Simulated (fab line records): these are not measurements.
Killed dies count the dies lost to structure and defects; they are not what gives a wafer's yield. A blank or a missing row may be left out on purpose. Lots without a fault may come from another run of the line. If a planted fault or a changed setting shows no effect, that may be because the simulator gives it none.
Split-lot study    flow n5_finfet    39 wafers read across 7 lots, on a route 1938 steps long

SPLIT DETAILS
At N5_BEOL_M0_SAQP_HM_DEP_111 (deposits SiO2 from SiH4/N2O, target thk 12 nm, time 7.2 s), the setting time_s was moved away from the recipe's 7.2 s on 12 of the 39 wafers read, by -38.6% to +59.4%. All remaining wafers had this setting at the recipe value.

FROM THE SPLIT TO THE READING: what the file shows between them, 4 steps
- N5_BEOL_M0_SAQP_COAT_81: time 60 s, resist thk 100 nm
- N5_BEOL_M0_SAQP_COAT_82: time 60 s, resist thk 30 nm
- N5_BEOL_M0_SAQP_ETCH_84: etches SOC in N2/H2, target depth 100 nm, overetch 20 nm, time 150 s
- N5_BEOL_M0_SAQP_STRIP_80: strips in N2/H2

THE READING
etch.depth_nm (the simulator's own value, which no gauge read), in nm, at N5_BEOL_M0_SAQP_HM_OPEN_112 (chemistry CHF3/O2, target SiO2, stops on a-Si, target depth 12 nm, time 13.5 s). No usual value for it is given in the file. Average 12.074 nm, standard deviation 0.19 nm, over the 27 wafers here run with the recipe.

wafer   tool, chamber at the split  time_s as run, s  against the recipe  etch.depth_nm, nm  against lot-mates on the recipe
L080.1  pecvd-04, 1,2,0             7.2               recipe              12.01              -
L080.2  pecvd-04, 1,2,0             7.2               recipe              11.95              -
L080.3  pecvd-04, 1,2,0             7.2               recipe              11.92              -
L081.1  pecvd-02, 2,1               10.12             +40.6%              16.97              +4.820
L081.2  pecvd-02, 0                 10.12             +40.6%              16.64              +4.490
L081.3  pecvd-02, 1                 7.2               recipe              11.91              -
L081.4  pecvd-02, 2,1               10.12             +40.6%              17.09              +4.940
L081.5  pecvd-02, 2                 7.2               recipe              12.33              -
L081.6  pecvd-02, 0                 7.2               recipe              12.21              -
L083.1  pecvd-04, 0                 7.2               recipe              11.72              -
L083.2  pecvd-04, 2,1               10.91             +51.5%              18                 +6.040
L083.3  pecvd-04, 2,1               10.91             +51.5%              17.92              +5.960
L083.4  pecvd-04, 1                 7.2               recipe              11.97              -
L083.5  pecvd-04, 2                 7.2               recipe              12.19              -
L083.6  pecvd-04, 0                 10.91             +51.5%              18.17              +6.210
L086.1  pecvd-02, 2,0,1             7.2               recipe              11.92              -
L086.2  pecvd-02, 2,0,1             7.2               recipe              12                 -
L086.3  pecvd-02, 1,0               7.2               recipe              12.12              -
L086.4  pecvd-02, 1,0               7.2               recipe              12.27              -
L086.5  pecvd-02, 2                 7.2               recipe              12.34              -
L086.6  pecvd-02, 2,0,1             7.2               recipe              12.06              -
L087.1  pecvd-04, 2,0               11.48             +59.4%              18.97              +6.880
L087.2  pecvd-04, 1                 7.2               recipe              12.02              -
L087.3  pecvd-04, 2,0               11.48             +59.4%              19.04              +6.950
L087.4  pecvd-04, 1,0               7.2               recipe              12.1               -
L087.5  pecvd-04, 2                 11.48             +59.4%              19.19              +7.100
L087.6  pecvd-04, 1,0               7.2               recipe              12.15              -
L089.1  pecvd-02, 0,1,2,2           7.2               recipe              12.23              -
L089.2  pecvd-02, 0,1,2,2           7.2               recipe              12.12              -
L089.3  pecvd-02, 0,1,2,2           7.2               recipe              12.19              -
L089.4  pecvd-02, 0,1,2,2           7.2               recipe              12.18              -
L089.5  pecvd-02, 0,1               7.2               recipe              12.37              -
L089.6  pecvd-02, 0,1               7.2               recipe              12.4               -
L090.1  pecvd-02, 0,1               4.423             -38.6%              7.14               -4.637
L090.2  pecvd-02, 1,2,2             7.2               recipe              11.78              -
L090.3  pecvd-02, 1,2,2             7.2               recipe              11.71              -
L090.4  pecvd-02, 0,1               4.423             -38.6%              7.242              -4.535
L090.5  pecvd-02, 0                 4.423             -38.6%              7.412              -4.365
L090.6  pecvd-02, 1,2,2             7.2               recipe              11.84              -
Where a row lists several chambers, the file gives one row for several wafers and doesn't say which wafer went through which chamber.

THE FIT
A straight line over all 39 wafers: etch.depth_nm changes by +0.119 nm for each +1% of time_s; r = +1.00; the points scatter about the line by 0.19 nm.
The same after taking each lot's own level away (the mean of its wafers on the recipe; 39 wafers): +0.117 nm for each +1%; r = +1.00; scatter 0.13 nm.
That fit puts the effect of the largest move of time_s on the reading at 7 nm.
From 11.7767 to 12.2483 nm: that is the span of the lots' own levels, equal to 2.5 times the standard deviation above.
Consequently the slope shifts little with the lot-to-lot level, the two slopes agreeing.
Check: +6.99 nm against its lot-mates is what the line predicts for one of the wafers moved furthest among these (+59.4%) when that wafer is left out of the fit. Against them it came out at +6.88 nm.

THE OTHER SPLITS THESE WAFERS WENT THROUGH
These wafers also went through other splits before the reading. Each is held against what the fit with the lots' levels taken away leaves over:
other split on the same wafers           wafers away from the commonest value  r with etch.depth_nm (lot level and that fit taken away)
N5_ZERO_LAYER_DEVELOP_10 develop_time_s  15                                    -0.09
N5_FIN_SAQP_SPACER1_ALD_24 ald_cycles    6                                     -0.12
N5_SDB_ALD_29 ald_cycles                 15                                    -0.05
N5_HKMG_FIN_ETCH_35 target_depth_a       9                                     -0.21

THE WHOLE CHAIN: every reading that the file lists as answering this split, in the file's order
step                         what it does                                                                    reading                                                                                  change (the file's fit)                r (the file's)
N5_BEOL_M0_SAQP_HM_DEP_111   deposits SiO2 from SiH4/N2O, target thk 12 nm, time 7.2 s                       SiO2_of_BEOL_M0_SAQP_HM_DEP_111.thk_nm (the simulator's own value, which no gauge read)  +0.117 nm for each +1% of the setting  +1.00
N5_BEOL_M0_SAQP_HM_OPEN_112  chemistry CHF3/O2, target SiO2, stops on a-Si, target depth 12 nm, time 13.5 s  etch.depth_nm (the simulator's own value, which no gauge read)                           +0.117 nm for each +1% of the setting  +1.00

THE FILE'S OWN FIT
etch.depth_nm changes by +0.117 nm for each +1% of time_s, r = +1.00.
